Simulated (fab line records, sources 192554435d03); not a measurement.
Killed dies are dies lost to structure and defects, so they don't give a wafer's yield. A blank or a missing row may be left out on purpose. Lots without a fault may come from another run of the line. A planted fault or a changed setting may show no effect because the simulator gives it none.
fab line records | flow n5_finfet
record lots=7 wafers=21
route steps=1938 shown BEOL_M3@941 BEOL_M4@1023 BEOL_M5@1118 BEOL_M7@1309 BEOL_M8@1389 BEOL_M10@1470 BEOL_M11@1539
start_h: hours from the record's first day to the start of the lot's first wafer shown | wait_h: hours since the lot's step before | " the same as in the row above | L1.1+2: a row that stands for several wafers | - no value, or no start given | * or withheld: withheld | < > ~ a bound
route shown NAME@n: a module of which the file shows steps, and the number in the route of the first | usual: mean/standard deviation of fault-free wafers | same: alike in all rows | chamber/n: place in a boat | sites: the reading at each site | _std_site: their standard deviation | _edge_site: outer sites' mean less inner sites' | radius_mm: how far each site lies from the wafer's centre | mask NAME#n: copy n | behind: the tool/chamber that last shaped the wafer | hold: why the lot was held/for how many hours/how that ended | device: the transistor (n, p or np) that didn't switch | end of line: the same wafers' tests at the end of the route | a step without rows: its recipe alone | killed: dies lost to structure and defects at the first sort, not the wafer's yield | map: a wafer's dies, x killed, . not, _ none there
set.NAME: the setting as run; set.NAME@STEP: as run at that earlier step | model.NAME: the simulator's own value behind a step, which no gauge read
lots whose settings were changed on purpose; a table a step, a row a wafer
## steps
# step N5_BEOL_M3_EXPOSE_08
# recipe mask_id=M3 na=0.33 source_shape=dipole sigma_inner=0.369 sigma_outer=0.767 polarization=unpolarized dose_mj=33
# columns lot.wafer tool chamber start_h wait_h mask set.dose_mj
L074.2+3+5 euv_scanner-01 0 144.06 - M3#0 33
L077.2+5 euv_scanner-01 0 158.08 - M3#0 33
L077.3 " 0 " " M3#0 30.81
L087.1+2+4 euv_scanner-02 0 221.93 - M3#0 33
L088.1+3 euv_scanner-02 0 228.43 - M3#0 33
L088.5 " 0 " " M3#0 30.62
L093.4 euv_scanner-01 0 262.26 - M3#0 33
L093.5+6 " 0 " " M3#0 32.13
L096.1+2 euv_scanner-01 0 276.02 - M3#0 32.01
L096.4 " 0 " " M3#0 33
L095.2 euv_scanner-01 0 276.20 - M3#0 33
L095.3+4 " 0 " " M3#0 35.14
# step N5_BEOL_M3_PEB_09
# recipe peb_temp_c=100 peb_time_s=60 resist=CAR-EUV
# step N5_BEOL_M3_DEVELOP_10
# recipe develop_time_s=30 developer=TMAH resist=CAR-EUV rinse_liquid=surfactant_rinse dry=air_spin dev_temp_c=23
# step N5_BEOL_M3_CD_MEAS_11
# recipe target_cd_nm=17.05 landing_energy_ev=500 detector=se_inlens polarity=opening
# usual cd_nm=17.00/0.26
# columns lot.wafer tool chamber start_h wait_h set.dose_mj@BEOL_M3_EXPOSE_08 cd_nm
L074.2 cd_sem-02 0 144.18 - 33 17.02
L074.3 " 0 " " 33 16.68
L074.5 " 0 " " 33 16.91
L077.2 cd_sem-03 0 158.20 - 33 17.36
L077.3 " 0 " " 30.81 15.73
L077.5 " 0 " " 33 17.06
L087.1 cd_sem-01 0 222.06 - 33 17.26
L087.2 " 0 " " 33 16.58
L087.4 " 0 " " 33 17.15
L088.1 cd_sem-03 0 228.55 - 33 17.15
L088.3 " 0 " " 33 16.87
L088.5 " 0 " " 30.62 15.17
L093.4 cd_sem-02 0 262.38 - 33 17.06
L093.5 " 0 " " 32.13 16.38
L093.6 " 0 " " 32.13 16.44
L096.1 cd_sem-01 0 276.15 - 32.01 16.32
L096.2 " 0 " " 32.01 16.42
L096.4 " 0 " " 33 17.00
L095.2 cd_sem-01 0 276.32 - 33 17.55
L095.3 " 0 " " 35.14 18.35
L095.4 " 0 " " 35.14 18.00
# step N5_BEOL_M3_DESCUM_16
# recipe chemistry=O2 time_s=7 source_power_w=50 bias_power_w=20 pressure_mtorr=20 rf_frequency_hz=2.712e+07 temp_c=40 resist=CAR-EUV o2_flow_sccm=225
# step N5_BEOL_M3_ETCH_74
# recipe chemistry=N2/H2 target=underlayer target_depth_a=65 mask_material=CAR-EUV time_s=5.2 ion_energy_ev=200 pressure_mtorr=30 source_w=840 bias_w=150 n2_flow_sccm=200 h2_flow_sccm=200 ends=cleared
# columns lot.wafer tool chamber start_h wait_h set.spin_rpm@BEOL_M3_COAT_73 set.dose_mj@BEOL_M3_EXPOSE_08 model.BEOL_M3.cd_offset_nm model.etch.depth_nm
L074.2 rie_diel-02 0 144.34 0.0 1500 33 0.2 5.001
L074.3 " 2 " " 1500 33 0 4.995
L074.5 " 0 " " 1500 33 -0.2 4.988
L077.2 rie_diel-03 2 158.36 0.0 1500 33 0.2 5.014
L077.3 " 1 " " 1500 30.81 -1.2 5.004
L077.5 " 2 " " 1500 33 0 5.03
L087.1 rie_diel-03 0 222.35 0.0 1500 33 0 4.992
L087.2 " 3 " " 1500 33 -0.4 5.004
L087.4 " 1 " " 1500 33 -0.4 4.999
L088.1 rie_diel-03 3 228.86 0.0 1500 33 0.2 5.021
L088.3 " 2 " " 1500 33 0.2 5.011
L088.5 " 3 " " 1545 30.62 -1.8 4.923
L093.4 rie_diel-03 3 262.53 0.0 1431 33 0.2 5.122
L093.5 " 2 " " 1500 32.13 -0.2 5.013
L093.6 " 3 " " 1500 32.13 -0.2 5.004
L096.1 rie_diel-03 2 276.30 0.0 1500 32.01 -0.8 4.997
L096.2 " 0 " " 1500 32.01 -0.4 4.981
L096.4 " 0 " " 1595 33 0 4.848
L095.2 rie_diel-02 2 276.81 0.0 1406 33 0.4 5.154
L095.3 " 1 " " 1406 35.14 1.4 5.142
L095.4 " 0 " " 1500 35.14 1.2 4.985
# step N5_BEOL_M4_PECVD_72
# recipe material=SiO2 target_thk_a=160 temp_c=400 precursor=TEOS/O2 pressure_torr=5.5 rf_w=450 teos_flow_sccm=53.8 gas=O2 flow_sccm=3000 time_s=18
# columns lot.wafer tool chamber start_h wait_h set.time_s model.SiO2_of_BEOL_M4_PECVD_72.thk_nm
L074.2+3 pecvd-04 0,2 152.08 0.0 18 15.8
L074.5 " 1 " " 18 16
L077.2 pecvd-02 2 165.75 0.0 18 15.4
L077.3 " 1 " " 16.45 14.8
L077.5 " 0 " " 18 15.8
L087.1+2 pecvd-02 2,0 231.84 0.0 18 15.6
L087.4 " 2 " " 18 15.8
L088.1+5 pecvd-01 1 234.62 0.0 18 16.2
L088.3 " 0 " " 18 16
L093.4 pecvd-04 0 270.17 0.1 18 16
L093.5 " 2 " " 18 16.2
L093.6 " 1 " " 19.89 17.2
L095.2+4 pecvd-01 2,0 283.25 0.0 18 16.2
L095.3 " 1 " " 18 16
L096.1 pecvd-04 2 285.47 0.0 18 16.2
L096.2 " 1 " " 18 15.8
L096.4 " 2 " " 16.17 15
# step N5_BEOL_M4_HM_DEP_02
# recipe material=TiN target_thk_a=200 temp_c=25 chamber_pressure_pa=0.49996
# step N5_BEOL_M4_COAT_61
# recipe resist=SOC temp_c=250 time_s=60 spin_rpm=1500 resist_thk_nm=60
# step N5_BEOL_M4_STRIP_97
# recipe chemistry=N2/H2 time_s=10 power_w=450 temp_c=40 pressure_mtorr=20 rf_frequency_hz=6e+07 bias_power_w=7 n2_flow_sccm=200 h2_flow_sccm=200
# step N5_BEOL_M4_HM_STRIP_39
# recipe chemistry=peroxide_tin_strip material=TiN target_depth_a=250 temp_c=50 time_s=158
# columns lot.wafer tool chamber start_h wait_h set.time_s@BEOL_M4_PECVD_72 model.SiO2_of_BEOL_M4_PECVD_72.thk_nm
L074.2+3 wet_bench-04 4,1 154.77 0.0 18 15.6
L074.5 " 3 " " 18 15.8
L077.2 wet_bench-05 4 170.71 0.0 18 15.4
L077.3 " 0 " " 16.45 14.8
L077.5 " 2 " " 18 15.6
L087.1+2 wet_bench-05 6,7 239.08 0.0 18 15.4
L087.4 " 1 " " 18 15.6
L088.1+3 wet_bench-05 3,2 248.57 0.0 18 16
L088.5 " 6 " " 18 16.2
L093.4 wet_bench-04 4 275.85 0.0 18 15.8
L093.5 " 7 " " 18 16
L093.6 " 1 " " 19.89 17.2
L095.2 wet_bench-06 3 298.70 0.0 18 16.2
L095.3 " 6 " " 18 15.8
L095.4 " 4 " " 18 16
L096.1 wet_bench-04 2 298.71 0.0 18 16.2
L096.2 " 6 " " 18 15.6
L096.4 " 0 " " 16.17 14.8
# step N5_BEOL_M5_COAT_60
# recipe resist=SiARC temp_c=220 time_s=60 spin_rpm=1500 resist_thk_nm=12
# columns lot.wafer tool chamber start_h wait_h set.spin_rpm model.SiARC_of_BEOL_M5_COAT_60.thk_nm
L074.2+3+5 litho_track-01 0 - - 1500 12
L077.2+3 litho_track-04 0 - - 1412 12.4
L077.5 " 0 " " 1500 12
L087.1+2+4 litho_track-02 0 - - 1500 12
L088.1 litho_track-01 0 - - 1423 12.4
L088.3+5 " 0 " " 1500 12
L093.4 litho_track-04 0 - - 1547 11.8
L093.5+6 " 0 " " 1500 12
L095.2+4 litho_track-01 0 - - 1500 12
L095.3 " 0 " " 1547 11.8
L096.1+2 litho_track-04 0 - - 1500 12
L096.4 " 0 " " 1668 11.4
# step N5_BEOL_M5_ETCH_72
# recipe chemistry=N2/H2 target=underlayer target_depth_a=65 mask_material=CAR-EUV time_s=5.2 ion_energy_ev=200 pressure_mtorr=30 source_w=840 bias_w=150 n2_flow_sccm=200 h2_flow_sccm=200 ends=cleared
# usual rf_vpp_V=524.1/2.3
# columns lot.wafer tool chamber start_h wait_h set.bias_w rf_vpp_V
L074.2 rie_diel-03 2 162.98 0.0 150 524.6
L074.3 " 3 " " 150 526.2
L074.5 " 1 " " 150 522.2
L077.2 rie_diel-06 3 179.48 0.0 150 522.1
L077.3 " 0 " " 127.8 477.0
L077.5 " 2 " " 150 522.8
L087.1 rie_diel-06 1 247.73 0.0 150 524.0
L087.2 " 3 " " 150 523.9
L087.4 " 2 " " 150 525.2
L088.1 rie_diel-02 2 257.80 0.0 150 523.6
L088.3 " 0 " " 150 521.0
L088.5 " 0 " " 150 523.8
L093.4 rie_diel-03 1 284.42 0.0 150 523.8
L093.5 " 0 " " 150 519.4
L093.6 " 2 " " 150 522.8
L095.2 rie_diel-02 3 305.38 0.0 150 522.9
L095.3 " 2 " " 137.5 497.0
L095.4 " 0 " " 150 520.6
L096.1 rie_diel-06 0 305.55 0.0 150 526.0
L096.2 " 1 " " 150 523.4
L096.4 " 1 " " 150 525.2
# step N5_BEOL_M5_ETCH_61
# recipe chemistry=CF4 target=SiARC target_depth_a=156 mask_material=CAR-EUV time_s=26 ion_energy_ev=80 pressure_mtorr=40 source_w=545 bias_w=36 Ar_flow_sccm=100 cf4_flow_sccm=100 ends=cleared
# columns lot.wafer tool chamber start_h wait_h set.spin_rpm@BEOL_M5_COAT_60 model.etch.depth_nm
L074.2 rie_diel-03 2 163.00 0.0 1500 11.97
L074.3 " 3 " " 1500 11.95
L074.5 " 1 " " 1500 11.98
L077.2 rie_diel-06 3 179.50 0.0 1412 12.38
L077.3 " 0 " " 1412 12.35
L077.5 " 2 " " 1500 11.98
L087.1 rie_diel-06 1 247.74 0.0 1500 11.99
L087.2 " 3 " " 1500 11.98
L087.4 " 2 " " 1500 12.03
L088.1 rie_diel-02 2 257.81 0.0 1423 12.32
L088.3 " 0 " " 1500 12
L088.5 " 0 " " 1500 12.03
L093.4 rie_diel-03 1 284.45 0.0 1547 11.83
L093.5 " 0 " " 1500 12.01
L093.6 " 2 " " 1500 12
L095.2+4 rie_diel-02 3,0 305.40 0.0 1500 12
L095.3 " 2 " " 1547 11.83
L096.1 rie_diel-06 0 305.57 0.0 1500 12.01
L096.2 " 1 " " 1500 12.03
L096.4 " 1 " " 1668 11.39
# step N5_BEOL_M5_SPUTTER_48
# recipe material=Cu target_thk_a=150 temp_c=-20 chamber_pressure_pa=0.07 power_w=withheld time_s=27.62
# columns lot.wafer tool chamber start_h wait_h set.time_s model.Cu_of_BEOL_M5_SPUTTER_48.thk_nm
L074.2+5 pvd_sputter-03 - 166.36 0.1 27.62 15.2
L074.3 " - " " 27.62 14.8
L077.2+3 pvd_sputter-03 - 183.40 0.1 27.62 15.2
L077.5 " - " " 27.62 15
L087.1 pvd_sputter-03 - 250.23 0.1 29.17 -
L087.2 " - " " 29.17 16
L087.4 " - " " 27.62 15.2
L088.1 pvd_sputter-02 - 262.64 0.2 25.64 13.8
L088.3 " - " " 27.62 14.8
L088.5 " - " " 25.64 -
L093.4+6 pvd_sputter-02 - 289.44 0.1 30.26 -
L093.5 " - " " 27.62 15.2
L095.2+3 pvd_sputter-01 - 308.99 0.6 27.62 15.2
L095.4 " - " " 26.39 -
L096.1 pvd_sputter-02 - 309.44 0.6 27.62 14.6
L096.2 " - " " 30.54 16.6
L096.4 " - " " 30.54 -
# step N5_BEOL_M7_ETCH_41
# recipe chemistry=CH3F/O2 target=SiCN target_depth_a=319 taper_deg=2 time_s=57.8 ion_energy_ev=120 mask_material=TiN pressure_mtorr=30 source_w=395 bias_w=75 Ar_flow_sccm=150 CH3F_flow_sccm=30 O2_flow_sccm=20
# usual rf_vpp_V=297.4/1.4
# columns lot.wafer tool chamber start_h wait_h set.source_w rf_vpp_V
L074.2 rie_diel-03 0 - - 395 295.0
L074.3 " 2 " " 395 297.2
L074.5 " 0 " " 395 296.5
L077.2 rie_diel-03 2 - - 369.9 304.2
L077.3 " 3 " " 395 300.0
L077.5 " 3 " " 395 298.3
L087.1 rie_diel-06 1 - - 429.5 290.3
L087.2 " 2 " " 395 297.7
L087.4 " 3 " " 395 298.8
L088.1 rie_diel-06 2 - - 395 297.1
L088.3 " 1 " " 361.9 307.6
L088.5 " 1 " " 361.9 305.9
L093.4 rie_diel-06 0 - - 395 299.6
L093.5 " 1 " " 329.8 316.5
L093.6 " 2 " " 395 296.5
L095.2 rie_diel-02 3 - - 395 296.9
L095.3 " 2 " " 395 296.7
L095.4 " 1 " " 395 299.3
L096.1 rie_diel-03 2 - - 395 297.9
L096.2 " 3 " " 395 299.1
L096.4 " 0 " " 395 296.5
# step N5_BEOL_M8_ALD_77
# recipe material=TaN target_thk_a=20 temp_c=275 ald_precursor_family=PDMAT ald_co_reactant=NH3 pressure_torr=3 carrier_flow_sccm=1500 pulse_time_s=2 purge_time_s=3 co_reactant_purge_time_s=2 co_reactant_pulse_time_s=3 ald_cycles=40 precursor_vessel_temp_c=75 precursor_vessel_pressure_torr=26.25 precursor_vessel_carrier_sccm=1000
# columns lot.wafer tool chamber start_h wait_h set.ald_cycles model.TaN_of_BEOL_M8_ALD_77.thk_nm
L074.2+3+5 ald_metal-04 0,3,3 193.94 0.1 40 2
L077.2+3+5 ald_metal-02 3,1,3 208.75 0.1 40 2
L087.1+4 ald_metal-04 1,0 280.12 0.3 46 2.4
L087.2 " 3 " " 40 2
L088.1+3 ald_metal-04 1,0 288.14 0.0 35 1.8
L088.5 " 0 " " 40 2
L093.4+5 ald_metal-02 1 314.90 0.3 40 2
L093.6 " 2 " " 38 2
L095.2+4 ald_metal-02 0,1 335.88 0.0 37 1.8
L095.3 " 2 " " 40 2
L096.1+2 ald_metal-02 3,2 338.47 0.0 35 1.8
L096.4 " 1 " " 40 2
# step N5_BEOL_M10_ILD_DEP_00
# recipe material=SiCOH_lowk target_thk_a=3085.1 temp_c=300 precursor=DEMS/porogen pressure_torr=5 rf_w=500 time_s=58
# columns lot.wafer tool chamber start_h wait_h set.time_s model.SiCOH_lowk_of_BEOL_M10_ILD_DEP_00.thk_nm
L074.2 pecvd-01 2 204.13 0.0 58 300.4
L074.3 " 1 " " 58 296.4
L074.5 " 1 " " 58 299.6
L077.2 pecvd-04 2 217.61 0.0 58 307.8
L077.3 " 0 " " 58 305.4
L077.5 " 2 " " 66.26 354.6
L087.1 pecvd-04 1 286.98 0.0 58 303.4
L087.2 " 2 " " 50.26 269.4
L087.4 " 1 " " 58 309.6
L088.1 pecvd-03 0 299.55 0.0 58 302.2
L088.3 " 2 " " 54.97 285.2
L088.5 " 0 " " 54.97 291
L093.4 pecvd-04 1 327.48 0.1 65.3 351.4
L093.5 " 0 " " 65.3 352.8
L093.6 " 2 " " 65.3 354.2
L095.2 pecvd-03 1 346.41 0.0 58 311.8
L095.3 " 0 " " 55.11 285.2
L095.4 " 2 " " 58 304.6
L096.1 pecvd-01 2 350.94 0.0 61.58 320.6
L096.2 " 0 " " 58 298.8
L096.4 " 2 " " 58 304.8
# step N5_BEOL_M10_CURE_71
# recipe temp_c=385 time_s=240 ambient=He/Ar material=SiCOH_lowk
# columns lot.wafer tool chamber start_h wait_h set.time_s@BEOL_M10_ILD_DEP_00 model.SiCOH_lowk_of_BEOL_M10_ILD_DEP_00.thk_nm
L074.2 uv_cure-02 0 204.29 0.1 58 260.8
L074.3 " 0 " " 58 257.2
L074.5 " 0 " " 58 260.2
L077.2 uv_cure-02 1 217.87 0.2 58 267.4
L077.3 " 1 " " 58 265.2
L077.5 " 1 " " 66.26 308.8
L087.1 uv_cure-03 0 287.06 0.0 58 263.4
L087.2 " 0 " " 50.26 233.6
L087.4 " 0 " " 58 269
L088.1 uv_cure-03 1 299.63 0.0 58 262.6
L088.3 " 1 " " 54.97 247.4
L088.5 " 1 " " 54.97 252.4
L093.4 uv_cure-02 2 327.77 0.3 65.3 306
L093.5 " 2 " " 65.3 307.2
L093.6 " 2 " " 65.3 308.6
L095.2 uv_cure-03 1 346.57 0.1 58 270.8
L095.3 " 1 " " 55.11 247.4
L095.4 " 1 " " 58 264.6
L096.1 uv_cure-01 0 351.04 0.1 61.58 278.6
L096.2 " 0 " " 58 259.4
L096.4 " 0 " " 58 264.6
# step N5_BEOL_M10_THK_MEAS_01
# recipe reads=SiCOH_lowk_of_BEOL_M10_ILD_DEP_00
# usual M10_ILD_THK=266/4.7
# columns lot.wafer tool chamber start_h wait_h set.time_s@BEOL_M10_ILD_DEP_00 M10_ILD_THK[nm]
L074.2 film_metro-01 - 204.73 0.4 58 261
L074.3 " - " " 58 257
L074.5 " - " " 58 260
L077.2 film_metro-01 - 218.71 0.7 58 267
L077.3 " - " " 58 265
L077.5 " - " " 66.26 309
L087.1 film_metro-01 - 287.57 0.4 58 263
L087.2 " - " " 50.26 233
L087.4 " - " " 58 269
L088.1 film_metro-01 - 300.14 0.4 58 262
L088.3 " - " " 54.97 247
L088.5 " - " " 54.97 252
L093.4 film_metro-01 - 328.04 0.2 65.3 306
L093.5 " - " " 65.3 307
L093.6 " - " " 65.3 309
L095.2 film_metro-01 - 347.01 0.4 58 271
L095.3 " - " " 55.11 247
L095.4 " - " " 58 264
L096.1 film_metro-01 - 351.56 0.4 61.58 279
L096.2 " - " " 58 259
L096.4 " - " " 58 265
# step N5_BEOL_M10_ETCH_41
# recipe chemistry=CH3F/O2 target=SiCN target_depth_a=426 taper_deg=2 time_s=86 ion_energy_ev=120 mask_material=TiN pressure_mtorr=30 source_w=395 bias_w=75 Ar_flow_sccm=150 CH3F_flow_sccm=30 O2_flow_sccm=20
# usual rf_vpp_V=296.6/1.5
# columns lot.wafer tool chamber start_h wait_h set.source_w rf_vpp_V
L074.2 rie_diel-05 2 - - 395 296.7
L074.3 " 0 " " 395 296.6
L074.5 " 1 " " 395 295.7
L077.2 rie_diel-05 3 - - 395 296.1
L077.3 " 2 " " 395 297.6
L077.5 " 3 " " 395 297.5
L087.1 rie_diel-01 1 - - 395 297.5
L087.2 " 0 " " 395 294.9
L087.4 " 3 " " 395 296.5
L088.1 rie_diel-01 2 - - 327.8 315.8
L088.3 " 1 " " 327.8 318.7
L088.5 " 2 " " 327.8 314.2
L093.4 rie_diel-01 0 - - 347.4 310.4
L093.5 " 2 " " 347.4 309.6
L093.6 " 3 " " 395 295.5
L095.2 rie_diel-01 2 - - 451.7 284.0
L095.3 " 3 " " 395 297.1
L095.4 " 3 " " 395 295.5
L096.1 rie_diel-01 0 - - 444.7 285.7
L096.2 " 3 " " 395 295.9
L096.4 " 1 " " 395 298.6
# step N5_BEOL_M11_PECVD_70
# recipe material=SiO2 target_thk_a=200 temp_c=400 precursor=TEOS/O2 pressure_torr=5.5 rf_w=450 teos_flow_sccm=53.8 gas=O2 flow_sccm=3000 time_s=22.7
# columns lot.wafer tool chamber start_h wait_h set.temp_c model.SiO2_of_BEOL_M11_PECVD_70.thk_nm
L074.2+3 pecvd-04 1,0 210.77 0.0 400 19.6
L074.5 " 0 " " 400 19.8
L077.2+3 pecvd-04 2,0 227.66 0.0 400 19.8
L077.5 " 0 " " 400 20.2
L087.1+4 pecvd-02 0 298.00 0.0 400 20
L087.2 " 2 " " 400 19.6
L088.1 pecvd-04 1 307.63 0.0 400 19.6
L088.3 " 2 " " 412.5 17.8
L088.5 " 0 " " 400 19.8
L093.4+6 pecvd-02 0,2 337.17 0.1 408.9 18.8
L093.5 " 1 " " 400 20.6
L095.2 pecvd-04 1 355.00 0.0 400 20.2
L095.3+4 " 0,2 " " 400 20.4
L096.1 pecvd-04 0 359.82 0.0 400 19.8
L096.2 " 2 " " 400 20
L096.4 " 1 " " 383 22.8
## key
split step=N5_BEOL_M3_EXPOSE_08 setting=dose_mj stated=33 by=wafer
response step=N5_BEOL_M3_CD_MEAS_11 reading=cd_nm change=+0.2 per=1% r=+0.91
response step=N5_BEOL_M3_ETCH_74 reading=model.BEOL_M3.cd_offset_nm change=+0.206 per=1% r=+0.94
split step=N5_BEOL_M4_PECVD_72 setting=time_s stated=18 by=wafer
response step=N5_BEOL_M4_PECVD_72 reading=model.SiO2_of_BEOL_M4_PECVD_72.thk_nm change=+0.0994 per=1% r=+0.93
response step=N5_BEOL_M4_HM_STRIP_39 reading=model.SiO2_of_BEOL_M4_PECVD_72.thk_nm change=+0.107 per=1% r=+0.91
split step=N5_BEOL_M5_COAT_60 setting=spin_rpm stated=1500 by=wafer
response step=N5_BEOL_M5_COAT_60 reading=model.SiARC_of_BEOL_M5_COAT_60.thk_nm change=-0.0601 per=1% r=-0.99
response step=N5_BEOL_M5_ETCH_61 reading=model.etch.depth_nm change=-0.0581 per=1% r=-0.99
split step=N5_BEOL_M5_ETCH_72 setting=bias_w stated=150 by=wafer
response step=N5_BEOL_M5_ETCH_72 reading=rf_vpp_V change=+3.05 per=1% r=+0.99
split step=N5_BEOL_M5_SPUTTER_48 setting=time_s stated=27.62 by=wafer
response step=N5_BEOL_M5_SPUTTER_48 reading=model.Cu_of_BEOL_M5_SPUTTER_48.thk_nm change=+0.169 per=1% r=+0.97
split step=N5_BEOL_M7_ETCH_41 setting=source_w stated=395 by=wafer
response step=N5_BEOL_M7_ETCH_41 reading=rf_vpp_V change=-1.06 per=1% r=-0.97
split step=N5_BEOL_M8_ALD_77 setting=ald_cycles stated=40 by=wafer
response step=N5_BEOL_M8_ALD_77 reading=model.TaN_of_BEOL_M8_ALD_77.thk_nm change=+0.0202 per=1% r=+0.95
split step=N5_BEOL_M10_ILD_DEP_00 setting=time_s stated=58 by=wafer
response step=N5_BEOL_M10_ILD_DEP_00 reading=model.SiCOH_lowk_of_BEOL_M10_ILD_DEP_00.thk_nm change=+3.15 per=1% r=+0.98
response step=N5_BEOL_M10_CURE_71 reading=model.SiCOH_lowk_of_BEOL_M10_ILD_DEP_00.thk_nm change=+2.78 per=1% r=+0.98
response step=N5_BEOL_M10_THK_MEAS_01 reading=M10_ILD_THK change=+2.79 per=1% r=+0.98
split step=N5_BEOL_M10_ETCH_41 setting=source_w stated=395 by=wafer
response step=N5_BEOL_M10_ETCH_41 reading=rf_vpp_V change=-0.973 per=1% r=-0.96
split step=N5_BEOL_M11_PECVD_70 setting=temp_c stated=400 by=wafer
response step=N5_BEOL_M11_PECVD_70 reading=model.SiO2_of_BEOL_M11_PECVD_70.thk_nm change=-0.679 per=1% r=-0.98
split outside_this_file step=N5_BEOL_M3_COAT_73 setting=spin_rpm
# split outside_this_file: this setting was split too, and the file shows its column; the key of that split is in another file
